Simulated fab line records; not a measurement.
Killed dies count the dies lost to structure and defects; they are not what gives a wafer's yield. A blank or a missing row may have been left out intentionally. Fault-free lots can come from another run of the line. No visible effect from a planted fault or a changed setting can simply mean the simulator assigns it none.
Which tool did it? | flow n5 finfet | 72 wafers from 24 lots sampled at 6 of the route's 1938 steps

== WHAT EACH GAUGE READ, for each wafer ==
The record lacks any reading of a measuring or inspecting step that a usual standard deviation could be used to judge.

== WHICH TOOL RAN EACH LOT (tool, then ch and the chambers of the sampled wafers, then the start) ==
lot  | N5_BEOL_M14_SPUTTER_44       | N5_BEOL_M15_DEGAS_41         | N5_BEOL_M15_SPUTTER_44       | N5_MIM_TOP_DEGAS_04          | N5_MIM_TOP_ETCH_PECVD_03        | N5_MIM_BOT_ETCH_ETCH_00
L074 | pvd sputter-02, day 11 04:41 | pvd sputter-01, day 11 12:01 | pvd sputter-01, day 11 12:11 | pvd sputter-02, day 11 17:50 | pecvd-04 ch 0,1, day 11 18:51   | rie metal-01 ch 0,1, day 11 19:32
L075 | pvd sputter-01, day 11 05:38 | pvd sputter-02, day 11 12:42 | pvd sputter-02, day 11 12:52 | pvd sputter-02, day 11 19:03 | pecvd-03 ch 0,2, day 11 19:52   | rie metal-03 ch 1, day 11 20:35
L076 | pvd sputter-02, day 11 18:53 | pvd sputter-03, day 12 00:08 | pvd sputter-03, day 12 00:18 | pvd sputter-02, day 12 04:10 | pecvd-04 ch 0,1,2, day 12 05:07 | rie metal-03 ch 0,1, day 12 05:56
L077 | pvd sputter-01, day 11 19:46 | pvd sputter-02, day 12 02:19 | pvd sputter-02, day 12 02:28 | pvd sputter-01, day 12 06:04 | pecvd-04 ch 1,2, day 12 07:01   | rie metal-03 ch 0,1, day 12 07:42
L078 | pvd sputter-02, day 12 11:34 | pvd sputter-01, day 12 17:28 | pvd sputter-01, day 12 17:38 | pvd sputter-03, day 12 21:09 | pecvd-01 ch 1,2, day 12 22:07   | rie metal-03 ch 0,1, day 12 23:06
L079 | pvd sputter-03, day 12 12:00 | pvd sputter-01, day 12 17:47 | pvd sputter-01, day 12 17:57 | pvd sputter-03, day 12 21:25 | pecvd-04 ch 0,1, day 12 22:22   | rie metal-03 ch 0,1, day 12 23:47
L081 | pvd sputter-02, day 12 12:26 | pvd sputter-02, day 12 18:50 | pvd sputter-02, day 12 18:59 | pvd sputter-02, day 12 22:40 | pecvd-03 ch 0,2, day 12 23:58   | rie metal-03 ch 0,1, day 13 00:39
L080 | pvd sputter-01, day 12 19:01 | pvd sputter-01, day 12 23:28 | pvd sputter-01, day 12 23:38 | pvd sputter-02, day 13 03:20 | pecvd-03 ch 0,1,2, day 13 04:11 | rie metal-03 ch 0,1, day 13 05:00
L083 | pvd sputter-02, day 12 19:29 | pvd sputter-02, day 13 02:30 | pvd sputter-02, day 13 02:40 | pvd sputter-01, day 13 06:32 | pecvd-01 ch 1,2, day 13 07:28   | rie metal-01 ch 0,1, day 13 08:10
L082 | pvd sputter-01, day 12 20:02 | pvd sputter-01, day 13 03:51 | pvd sputter-01, day 13 04:01 | pvd sputter-02, day 13 09:29 | pecvd-03 ch 0,2, day 13 10:28   | rie metal-02 ch 0, day 13 11:26
L084 | pvd sputter-01, day 13 11:41 | pvd sputter-01, day 13 20:41 | pvd sputter-01, day 13 20:51 | pvd sputter-03, day 14 00:15 | pecvd-01 ch 1,2, day 14 01:20   | rie metal-01 ch 0,1, day 14 02:23
L086 | pvd sputter-02, day 14 02:22 | pvd sputter-01, day 14 09:50 | pvd sputter-01, day 14 10:00 | pvd sputter-03, day 14 14:41 | pecvd-04 ch 0,2, day 14 15:39   | rie metal-01 ch 0,1, day 14 16:28
L087 | pvd sputter-03, day 14 10:03 | pvd sputter-03, day 14 15:23 | pvd sputter-03, day 14 15:33 | pvd sputter-02, day 14 21:35 | pecvd-01 ch 0,1,2, day 14 22:25 | rie metal-02 ch 0,1, day 14 23:06
L085 | pvd sputter-03, day 14 10:29 | pvd sputter-03, day 14 16:20 | pvd sputter-03, day 14 16:29 | pvd sputter-01, day 14 21:37 | pecvd-04 ch 0,2, day 14 22:43   | rie metal-01 ch 0,1, day 14 23:29
L088 | pvd sputter-02, day 14 11:49 | pvd sputter-01, day 14 18:02 | pvd sputter-01, day 14 18:11 | pvd sputter-03, day 14 23:59 | pecvd-01 ch 1,2, day 15 00:56   | rie metal-02 ch 0,1, day 15 01:40
L089 | pvd sputter-03, day 14 19:04 | pvd sputter-03, day 15 00:26 | pvd sputter-03, day 15 00:36 | pvd sputter-01, day 15 06:17 | pecvd-04 ch 0,1, day 15 07:13   | rie metal-01 ch 0,1, day 15 08:08
L090 | pvd sputter-03, day 15 08:21 | pvd sputter-01, day 15 18:20 | pvd sputter-01, day 15 18:29 | pvd sputter-02, day 16 03:32 | pecvd-04 ch 0,1,2, day 16 04:28 | rie metal-01 ch 0,1, day 16 05:09
L091 | pvd sputter-03, day 15 08:40 | pvd sputter-02, day 15 18:30 | pvd sputter-02, day 15 18:40 | pvd sputter-01, day 16 05:52 | pecvd-04 ch 0,1, day 16 07:26   | rie metal-02 ch 0,1, day 16 08:39
L092 | pvd sputter-01, day 15 18:10 | pvd sputter-03, day 16 07:05 | pvd sputter-03, day 16 07:14 | pvd sputter-02, day 16 13:11 | pecvd-01 ch 1,2, day 16 14:07   | rie metal-01 ch 0,1, day 16 14:56
L093 | pvd sputter-01, day 16 07:50 | pvd sputter-03, day 16 13:41 | pvd sputter-03, day 16 13:50 | pvd sputter-03, day 16 18:46 | pecvd-01 ch 1,2, day 16 19:38   | rie metal-01 ch 0,1, day 16 20:22
L094 | pvd sputter-02, day 16 13:54 | pvd sputter-01, day 16 19:05 | pvd sputter-01, day 16 19:15 | pvd sputter-01, day 16 23:59 | pecvd-01 ch 2, day 17 00:56     | rie metal-01 ch 0,1, day 17 01:46
L096 | pvd sputter-03, day 16 19:05 | pvd sputter-02, day 17 00:11 | pvd sputter-02, day 17 00:20 | pvd sputter-02, day 17 03:59 | pecvd-03 ch 0,2, day 17 04:56   | rie metal-03 ch 0,1, day 17 05:40
L097 | pvd sputter-02, day 16 19:25 | pvd sputter-01, day 17 03:14 | pvd sputter-01, day 17 03:24 | pvd sputter-02, day 17 10:01 | pecvd-04 ch 0,1,2, day 17 10:57 | rie metal-01 ch 0,1, day 17 11:40
L095 | pvd sputter-02, day 16 23:38 | pvd sputter-03, day 17 03:50 | pvd sputter-03, day 17 03:59 | pvd sputter-01, day 17 11:04 | pecvd-03 ch 0,1, day 17 11:58   | rie metal-01 ch 0,1, day 17 12:39
- N5_BEOL_M14_SPUTTER_44: material Ta, target thk 15 nm, time 24.19 s.
- N5_BEOL_M15_DEGAS_41: time 60 s.
- N5_BEOL_M15_SPUTTER_44: material Ta, target thk 15 nm, time 24.19 s.
- N5_MIM_TOP_DEGAS_04: time 60 s.
- N5_MIM_TOP_ETCH_PECVD_03: deposits SiNx from SiH4/NH3/N2, target thk 20 nm, time 17.6 s.
- N5_MIM_BOT_ETCH_ETCH_00: etches TiN in Cl2/BCl3, target depth 45.5 nm.

== WHAT THE TOOLS THEMSELVES READ (means of the sampled wafers that have a number; where no wafer has one, the mark that the record gives instead) ==
N5_BEOL_M14_SPUTTER_44. Usual: 29.8 % for throttle valve pct, sd 0.92.
lot  | tool           | throttle valve pct (%) | flag
L074 | pvd sputter-02 | 30.5                   |
L075 | pvd sputter-01 | 29.3                   |
L076 | pvd sputter-02 | 30.2                   |
L077 | pvd sputter-01 | 29.4                   |
L078 | pvd sputter-02 | 30.2                   |
L079 | pvd sputter-03 | 30.1                   |
L081 | pvd sputter-02 | 29.8                   |
L080 | pvd sputter-01 | 29.8                   |
L083 | pvd sputter-02 | 29.7                   |
L082 | pvd sputter-01 | 29.1                   |
L084 | pvd sputter-01 | 29.3                   |
L086 | pvd sputter-02 | 30.2                   |
L087 | pvd sputter-03 | 29.2                   |
L085 | pvd sputter-03 | 29.8                   |
L088 | pvd sputter-02 | 30.4                   |
L089 | pvd sputter-03 | 30.5                   |
L090 | pvd sputter-03 | 29.9                   |
L091 | pvd sputter-03 | 29.0                   |
L092 | pvd sputter-01 | 29.3                   |
L093 | pvd sputter-01 | 29.2                   |
L094 | pvd sputter-02 | 30.6                   |
L096 | pvd sputter-03 | 30.1                   |
L097 | pvd sputter-02 | 30.7                   |
L095 | pvd sputter-02 | 30.1                   |

N5_BEOL_M15_DEGAS_41. Usual: 456 W for heater power w, sd 35.
lot  | tool           | heater power w (W) | flag
L074 | pvd sputter-01 | 447                |
L075 | pvd sputter-02 | 501                |
L076 | pvd sputter-03 | 433                |
L077 | pvd sputter-02 | 483                |
L078 | pvd sputter-01 | 454                |
L079 | pvd sputter-01 | 444                |
L081 | pvd sputter-02 | 500                |
L080 | pvd sputter-01 | 468                |
L083 | pvd sputter-02 | 467                |
L082 | pvd sputter-01 | 468                |
L084 | pvd sputter-01 | 445                |
L086 | pvd sputter-01 | 450                |
L087 | pvd sputter-03 | 423                |
L085 | pvd sputter-03 | 448                |
L088 | pvd sputter-01 | 472                |
L089 | pvd sputter-03 | 413                |
L090 | pvd sputter-01 | 446                |
L091 | pvd sputter-02 | 487                |
L092 | pvd sputter-03 | 418                |
L093 | pvd sputter-03 | 429                |
L094 | pvd sputter-01 | 427                |
L096 | pvd sputter-02 | 485                |
L097 | pvd sputter-01 | 444                |
L095 | pvd sputter-03 | 438                |

N5_BEOL_M15_SPUTTER_44. Usual: 29.6 % for throttle valve pct, sd 0.95.
lot  | tool           | throttle valve pct (%) | flag
L074 | pvd sputter-01 | 29.3                   |
L075 | pvd sputter-02 | 30.8                   |
L076 | pvd sputter-03 | 29.9                   |
L077 | pvd sputter-02 | 30.3                   |
L078 | pvd sputter-01 | 29.7                   |
L079 | pvd sputter-01 | 29.1                   |
L081 | pvd sputter-02 | 30.4                   |
L080 | pvd sputter-01 | 29.4                   |
L083 | pvd sputter-02 | 29.9                   |
L082 | pvd sputter-01 | 29.3                   |
L084 | pvd sputter-01 | 29.8                   |
L086 | pvd sputter-01 | 29.8                   |
L087 | pvd sputter-03 | 29.1                   |
L085 | pvd sputter-03 | 29.7                   |
L088 | pvd sputter-01 | 29.2                   |
L089 | pvd sputter-03 | 29.1                   |
L090 | pvd sputter-01 | 29.2                   |
L091 | pvd sputter-02 | 29.8                   |
L092 | pvd sputter-03 | 29.9                   |
L093 | pvd sputter-03 | 30.0                   |
L094 | pvd sputter-01 | 29.8                   |
L096 | pvd sputter-02 | 30.5                   |
L097 | pvd sputter-01 | 29.8                   |
L095 | pvd sputter-03 | 30.1                   |

N5_MIM_TOP_DEGAS_04. Usual: 464 W for heater power w, sd 36.
lot  | tool           | heater power w (W) | flag
L074 | pvd sputter-02 | 467                |
L075 | pvd sputter-02 | 494                |
L076 | pvd sputter-02 | 484                |
L077 | pvd sputter-01 | 483                |
L078 | pvd sputter-03 | 426                |
L079 | pvd sputter-03 | 402                |
L081 | pvd sputter-02 | 483                |
L080 | pvd sputter-02 | 463                |
L083 | pvd sputter-01 | 473                |
L082 | pvd sputter-02 | 482                |
L084 | pvd sputter-03 | 425                |
L086 | pvd sputter-03 | 427                |
L087 | pvd sputter-02 | 466                |
L085 | pvd sputter-01 | 485                |
L088 | pvd sputter-03 | 432                |
L089 | pvd sputter-01 | 457                |
L090 | pvd sputter-02 | 480                |
L091 | pvd sputter-01 | 445                |
L092 | pvd sputter-02 | 456                |
L093 | pvd sputter-03 | 430                |
L094 | pvd sputter-01 | 473                |
L096 | pvd sputter-02 | 475                |
L097 | pvd sputter-02 | 495                |
L095 | pvd sputter-01 | 438                |

N5_MIM_TOP_ETCH_PECVD_03. Usual: heater power w 744 W, standard deviation 84; showerhead plenum p Torr 5.12 Torr, standard deviation 0.065; showerhead vpp V 1064 V, standard deviation 60; throttle valve pct 39.6 %, standard deviation 1.2.
lot  | tool     | heater power w (W) | showerhead plenum p Torr (Torr) | showerhead vpp V (V) | throttle valve pct (%) | flag
L074 | pecvd-04 | 656                | 5.11                            | 1066                 | 40.0                   |
L075 | pecvd-03 | 683                | 5.08                            | 1079                 | 38.7                   |
L076 | pecvd-04 | 759                | 5.16                            | 1105                 | 39.3                   |
L077 | pecvd-04 | 735                | 5.21                            | 1124                 | 38.9                   |
L078 | pecvd-01 | 785                | 5.10                            | 1026                 | 40.9                   |
L079 | pecvd-04 | 688                | 5.12                            | 1068                 | 40.0                   |
L081 | pecvd-03 | 676                | 5.05                            | 1052                 | 37.7                   |
L080 | pecvd-03 | 748                | 5.09                            | 1063                 | 39.0                   |
L083 | pecvd-01 | 811                | 5.13                            | 1007                 | 40.1                   |
L082 | pecvd-03 | 665                | 5.06                            | 1051                 | 38.0                   |
L084 | pecvd-01 | 760                | 5.12                            | 1004                 | 40.2                   |
L086 | pecvd-04 | 775                | 5.09                            | 1100                 | 39.9                   |
L087 | pecvd-01 | 731                | 5.10                            | 998                  | 40.0                   |
L085 | pecvd-04 | 746                | 5.08                            | 1110                 | 40.0                   |
L088 | pecvd-01 | 746                | 5.12                            | 1002                 | 40.2                   |
L089 | pecvd-04 | 748                | 5.18                            | 1085                 | 39.5                   |
L090 | pecvd-04 | 744                | 5.15                            | 1114                 | 39.5                   |
L091 | pecvd-04 | 748                | 5.18                            | 1075                 | 39.6                   |
L092 | pecvd-01 | 775                | 5.09                            | 1021                 | 41.1                   |
L093 | pecvd-01 | 826                | 5.10                            | 1023                 | 40.9                   |
L094 | pecvd-01 | 781                | 5.16                            | 991                  | 39.6                   |
L096 | pecvd-03 | 648                | 5.05                            | 1051                 | 38.2                   |
L097 | pecvd-04 | 795                | 5.15                            | 1112                 | 39.7                   |
L095 | pecvd-03 | 720                | 5.12                            | 1095                 | 39.9                   |

N5_MIM_BOT_ETCH_ETCH_00. Usual: drypump motor current A 5.45 A, standard deviation 0.24; he backside leak sccm 3.43 sccm, standard deviation 0.18; oes product au 0.79 a.u., standard deviation 0.094; throttle valve pct 22.01 %, standard deviation 0.21.
lot  | tool         | drypump motor current A (A) | he backside leak sccm (sccm) | oes product au (a.u.) | throttle valve pct (%) | flag
L074 | rie metal-01 | 5.41                        | 3.41                         | 0.90                  | 21.81                  |
L075 | rie metal-03 | 5.62                        | 3.25                         | 0.70                  | 22.19                  |
L076 | rie metal-03 | 5.56                        | 3.48                         | 0.67                  | 22.31                  |
L077 | rie metal-03 | 5.56                        | 3.54                         | 0.68                  | 22.32                  |
L078 | rie metal-03 | 5.57                        | 3.49                         | 0.68                  | 22.25                  |
L079 | rie metal-03 | 5.59                        | 3.52                         | 0.67                  | 22.32                  |
L081 | rie metal-03 | 5.60                        | 3.43                         | 0.68                  | 22.27                  |
L080 | rie metal-03 | 5.54                        | 3.53                         | 0.68                  | 22.31                  |
L083 | rie metal-01 | 5.30                        | 3.45                         | 0.86                  | 21.89                  |
L082 | rie metal-02 | 5.03                        | 3.44                         | 0.78                  | 22.07                  |
L084 | rie metal-01 | 5.39                        | 3.26                         | 0.86                  | 21.84                  |
L086 | rie metal-01 | 5.32                        | 3.41                         | 0.84                  | 21.88                  |
L087 | rie metal-02 | 5.70                        | 3.48                         | 0.91                  | 21.82                  |
L085 | rie metal-01 | 5.31                        | 3.33                         | 0.84                  | 21.91                  |
L088 | rie metal-02 | 5.36                        | 3.50                         | 0.84                  | 21.94                  |
L089 | rie metal-01 | 5.30                        | 3.24                         | 0.83                  | 21.91                  |
L090 | rie metal-01 | 5.38                        | 3.37                         | 0.83                  | 21.85                  |
L091 | rie metal-02 | 5.69                        | 3.55                         | 0.90                  | 21.82                  |
L092 | rie metal-01 | 5.39                        | 3.47                         | 0.83                  | 21.85                  |
L093 | rie metal-01 | 5.29                        | 3.43                         | 0.82                  | 21.91                  |
L094 | rie metal-01 | 5.30                        | 3.38                         | 0.82                  | 21.90                  |
L096 | rie metal-03 | 5.56                        | 3.42                         | 0.77                  | 22.17                  |
L097 | rie metal-01 | 5.31                        | 3.41                         | 0.82                  | 21.92                  |
L095 | rie metal-01 | 5.31                        | 3.29                         | 0.82                  | 21.91                  |

== THE ANSWER, worked out from the rows above alone ==
Rule: take the mean of a lot's wafers that have a number; if it is more than 3 standard deviations from the usual mean, the lot is off. A lot without any number at a reading at which 4 lots or more have one is off too. The other lots that the step has rows for count as sound. The gauges are gone through in route order, then the tools' own readings, and for those a lot's mean is taken as printed above. The first step at which some lot is off is used, and at that step the reading that is off furthest; a lot without a number counts as furthest.
Nothing can be told from this: no lot is off at any reading shown.

== WHAT HAD BEEN PUT IN BY THE SIMULATOR ==
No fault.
